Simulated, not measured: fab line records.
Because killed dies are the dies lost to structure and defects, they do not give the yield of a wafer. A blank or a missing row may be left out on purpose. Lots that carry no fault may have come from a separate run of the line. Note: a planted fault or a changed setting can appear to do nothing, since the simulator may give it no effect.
Which tool was responsible? -- flow n5Finfet -- 36 wafers from 12 lots sampled at 5 of the route's 1938 steps

== WHAT THE GAUGES SHOWED, per wafer ==
N5_BEOL_M4_THK_MEAS_53: measures by xrf.
lot,measured,on,M4_THK (nm)
L075,day 8 16:44,filmMetro-01,40.6 40.2 41.3
L077,day 9 02:52,filmMetro-01,35.1 38.1 37.5
L079,day 9 06:06,filmMetro-01,42.4 39.0 38.3
L081,day 10 00:29,filmMetro-02,40.3 40.4 40.0
L083,day 10 08:20,filmMetro-01,38.4 39.4 38.3
L084,day 10 15:59,filmMetro-02,40.8 42.2 41.5
L087,day 11 15:30,filmMetro-01,38.5 37.8 42.4
L088,day 12 03:20,filmMetro-02,40.3 39.5 40.6
L090,day 12 13:24,filmMetro-01,41.3 39.3 37.6
L092,day 13 04:31,filmMetro-02,38.9 40.1 36.9
L095,day 13 23:34,filmMetro-01,38.3 39.8 38.4
L097,day 14 07:38,filmMetro-01,41.1 37.4 42.3

== WHAT TOOL EACH LOT RAN ON (gives the tool, then ch and the chambers of the sampled wafers, and finally the start) ==
lot,N5_BEOL_M3_ANNEAL_91,N5_BEOL_M4_HM_DEP_02,N5_BEOL_M4_VIA_ETCH_34,N5_BEOL_M4_TRENCH_ETCH_37
L075,"pvdSputter-01, day 7 19:10","pvdSputter-01, day 8 06:29","rieDiel-01 ch 0,2, day 8 08:31","rieDiel-01 ch 0,2, day 8 16:44 or earlier"
L077,"pvdSputter-02, day 8 13:32","pvdSputter-03, day 8 18:34","rieDiel-01 ch 0,1, day 8 23:01","rieDiel-01 ch 0,1, day 9 02:52 or earlier"
L079,"pvdSputter-03, day 8 20:01","pvdSputter-02, day 8 23:32","rieDiel-01 ch 1,2, day 9 02:08","rieDiel-01 ch 1,2, day 9 06:06 or earlier"
L081,"pvdSputter-01, day 9 08:46","pvdSputter-01, day 9 11:19","rieDiel-03 ch 1,3, day 9 20:16","rieDiel-03 ch 1,3, day 10 00:29 or earlier"
L083,"pvdSputter-01, day 9 22:55","pvdSputter-01, day 10 00:53","rieDiel-03 ch 0,2,3, day 10 04:39","rieDiel-03 ch 0,2,3, day 10 08:20 or earlier"
L084,"pvdSputter-03, day 10 03:43","pvdSputter-02, day 10 05:38","rieDiel-01 ch 0,2,3, day 10 11:34","rieDiel-01 ch 0,2,3, day 10 15:59 or earlier"
L087,"pvdSputter-03, day 11 00:03","pvdSputter-01, day 11 04:52","rieDiel-01 ch 0,2,3, day 11 11:13","rieDiel-01 ch 0,2,3, day 11 15:30 or earlier"
L088,"pvdSputter-02, day 11 15:09","pvdSputter-02, day 11 18:11","rieDiel-06 ch 1,2,3, day 11 23:12","rieDiel-06 ch 1,2,3, day 12 03:20 or earlier"
L090,"pvdSputter-02, day 11 20:49","pvdSputter-03, day 11 23:39","rieDiel-03 ch 1,2,3, day 12 09:13","rieDiel-03 ch 1,2,3, day 12 13:24 or earlier"
L092,"pvdSputter-01, day 12 06:39","pvdSputter-03, day 12 09:02","rieDiel-06 ch 1,2,3, day 12 21:11","rieDiel-06 ch 1,2,3, day 13 04:31 or earlier"
L095,"pvdSputter-03, day 12 23:46","pvdSputter-03, day 13 14:29","rieDiel-03 ch 1,3, day 13 19:28","rieDiel-03 ch 1,3, day 13 23:34 or earlier"
L097,"pvdSputter-02, day 13 18:30","pvdSputter-03, day 13 20:32","rieDiel-06 ch 0,2,3, day 14 02:52","rieDiel-06 ch 0,2,3, day 14 07:38 or earlier"
- N5_BEOL_M3_ANNEAL_91: time 240 s.
- N5_BEOL_M4_HM_DEP_02: deposits TiN, target thk 20 nm.
- N5_BEOL_M4_VIA_ETCH_34: etches the open film in C4F6/O2, target depth 69.4 nm, time 65.9 s.
- N5_BEOL_M4_TRENCH_ETCH_37: etches SiOC in C4F6/O2, target depth 55.555 nm, time 29.2 s.

== THE ANSWER, worked out from the rows above alone ==
Rule: what is usual is taken from the lots themselves. Put in order of their means at a reading, lots are off if they are a third of the lots or fewer, leave a main group of 4 or more, and stand apart from it by a gap of 3 or more times the standard deviation of the main group's means; of several such gaps the widest counts. Not used: any main group whose means are identical at the precision the tables above print for the reading. A lot without any number at a reading at which 4 lots or more have one is off too. Where the step has rows for the other lots, those lots are counted as sound.
None of the lots is off at any reading shown; this tells nothing.

== WHAT WAS PUT IN BY THE SIMULATOR ==
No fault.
